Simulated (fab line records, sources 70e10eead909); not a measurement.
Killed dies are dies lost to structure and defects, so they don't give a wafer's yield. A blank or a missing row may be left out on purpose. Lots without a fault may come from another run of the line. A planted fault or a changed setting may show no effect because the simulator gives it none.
Chamber matching | flow nand_harc | NHARC_A_M0_CMP_23 on cmp-04: 4 sister chambers
The step polishes, t overpolish 20 s, target thk 113.75 nm. 4 wafers are shown with their chamber, then 8 later ones without.

WAFERS WITH THEIR CHAMBER
wafer  | chamber | motor_current_A (A)
L085.3 | 3       | 12.9
L085.5 | 2       | 11.5
L089.5 | 0       | 12.2
L096.1 | 1       | 11.8

WAFERS WITHOUT THEIR CHAMBER
wafer  | motor_current_A (A)
L096.3 | 12.8
L096.4 | 12.1
L095.1 | 11.5
L095.2 | 12.8
L095.3 | 11.5
L093.2 | 12.4
L093.4 | 13.1
L093.6 | 11.3

WHICH CHAMBER EACH WENT THROUGH
wafer  | from the rows above     | in truth
L096.3 | 3                       | 3
L096.4 | can't be placed: 0 or 1 | 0
L095.1 | 2                       | 2
L095.2 | 3                       | 3
L095.3 | 2                       | 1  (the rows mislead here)
L093.2 | 0                       | 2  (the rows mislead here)
L093.4 | 3                       | 3
L093.6 | 2                       | 2
Placed correctly: 5 of 8. Can't be placed from these rows: 1 (the true chamber is among the candidates in 1). Placed wrongly: 2.
How it was worked out, from the rows above alone: a wafer's distance from a chamber is the root of the sum, over the readings, of the square of ((its reading less the chamber's mean) divided by the reading's scatter). The wafer belongs to the nearest chamber; if the next one is less than 2 further off, it can't be placed. A chamber's mean is the mean of its shown wafers. The scatter: with one shown wafer a chamber, the root of the mean of the squares of how far each hidden wafer lies from its nearest shown one.
